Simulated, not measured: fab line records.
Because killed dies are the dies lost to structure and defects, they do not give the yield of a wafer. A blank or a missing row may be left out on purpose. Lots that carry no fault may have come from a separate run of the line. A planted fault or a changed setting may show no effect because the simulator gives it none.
Struck lot and sound lot, side by side / flow n5_finfet / 15 out of 1938 route steps
Sound: the wafers L299.4, L299.5, L299.6. Struck: wafer L306.6. (L306.2 of the same lot was not struck and is left out.) The cause comes at the end.
At each step with rows: each side's tool, then ch and its chambers, then its first start. Under that, the readings that differ: sound wafers / struck wafers / difference of the means / sigmas: that difference in standard deviations of wafers without a fault.
alike: words and numbers the same on both sides, and readings whose means are apart by under 2 such deviations; not compared: readings that were withheld, readings missing a value for some wafer, numbers with overlapping values and no deviation given by the record, and bounds like >300 which may hide the same value.
The two part at a step that has a row with sigmas, a row that says differs or no value, or rows on one side only. Numbers that don't overlap but have no deviation are shown without sigmas and don't part them. A reading missing from all wafers of one side parts the sides only when that side holds two or more wafers.

N5_BEOL_M4_CO_CAP_55: material Co, precursor CCTBA/H2, target thk 2 nm, time 102.1 s.
  sound on cvd_co-02 ch 0,1,2, day 8 01:11; struck on cvd_co-01 ch 0, day 9 15:32
  alike: heater_power_w
then, 2 steps without rows for these wafers: N5_BEOL_M4_PRE_CLEAN_56 (time 15 s); N5_BEOL_M4_DEP_57 (deposits SiCN from 3MS/NH3, target thk 8 nm, time 14 s).
N5_BEOL_M4_RS_MEAS_58: the measuring method here is four-point-probe.
  sound: film_metro-02 at day 8 01:22; struck: film_metro-01 at day 9 15:43
  alike: M4_RS
N5_BEOL_M4_INSPECT_59: inspects for defects (darkfield).
  sound: defect_inspect-01 at day 8 01:23; struck: defect_inspect-02 at day 9 15:45
  alike: raw_defect_count
N5_BEOL_M4_RC_MEAS_101:
  sound on prober-02 ch 0, day 8 01:53; struck on prober-01 ch 0, day 9 15:56
  alike: DIBL_N, DIBL_P, IOFF_N, IOFF_P, ION_N, ION_P, SS_N, SS_P, VT_N, VT_P
N5_BEOL_M5_ILD_DEP_00: deposits SiCOH lowk from DEMS/porogen, target thk 140.64 nm, time 25.9 s.
  sound on pecvd-03 ch 0,1,2, day 8 02:24; struck on pecvd-04 ch 0, day 9 16:45
reading=showerhead_plenum_p_Torr (Torr); sound=5.768 5.762 5.749; struck=5.713; difference=-0.047; sigmas=-2
  alike: heater_power_w, throttle_valve_pct
N5_BEOL_M5_CURE_79: cures SiCOH lowk, time 240 s.
  sound on uv_cure-01 ch 0, day 8 02:41; struck on uv_cure-02 ch 0, day 9 16:53
  alike: lamp_power_pct, wafer_temp_C_max
N5_BEOL_M5_THK_MEAS_01:
  sound: film_metro-01 at day 8 02:57; struck: film_metro-02 at day 9 17:19
  alike: M5_ILD_THK
N5_BEOL_M5_PECVD_70: deposits SiO2 from TEOS/O2, target thk 16 nm, time 18 s.
  sound on pecvd-01 ch 0,1,2, day 8 03:01; struck on pecvd-03 ch 1, day 9 17:22
  alike: heater_power_w, showerhead_plenum_p_Torr, throttle_valve_pct
N5_BEOL_M5_HM_DEP_02: deposits TiN, target thk 20 nm.
  sound: pvd_sputter-01 at day 8 03:42; struck: pvd_sputter-02 at day 9 18:30
  alike: throttle_valve_pct
then, 1 step without rows for these wafers: N5_BEOL_M5_COAT_59 (time 60 s, resist thk 60 nm).
N5_BEOL_M5_COAT_60: time 60 s, resist thk 12 nm.
  sound on litho_track-05 ch 0, day 8 03:50; struck on litho_track-02 ch 0, day 9 18:38
reading=chill_plate_temp_C (C); sound=22.83 22.93 22.78; struck=23.11; difference=+0.26; sigmas=+2
reading=run_length_s (s); sound=66.17 66.47 66.60; struck=73.48; difference=+7.07; sigmas=+47
then, 2 steps without rows for these wafers: N5_BEOL_M5_COAT_71 (time 60 s, resist thk 5 nm); N5_PASSIVATION_PROBE_49.

== WHERE THEY PART ==
First at N5_BEOL_M5_ILD_DEP_00; last, within this record, at N5_BEOL_M5_COAT_60.

WHY: what the simulator had put in
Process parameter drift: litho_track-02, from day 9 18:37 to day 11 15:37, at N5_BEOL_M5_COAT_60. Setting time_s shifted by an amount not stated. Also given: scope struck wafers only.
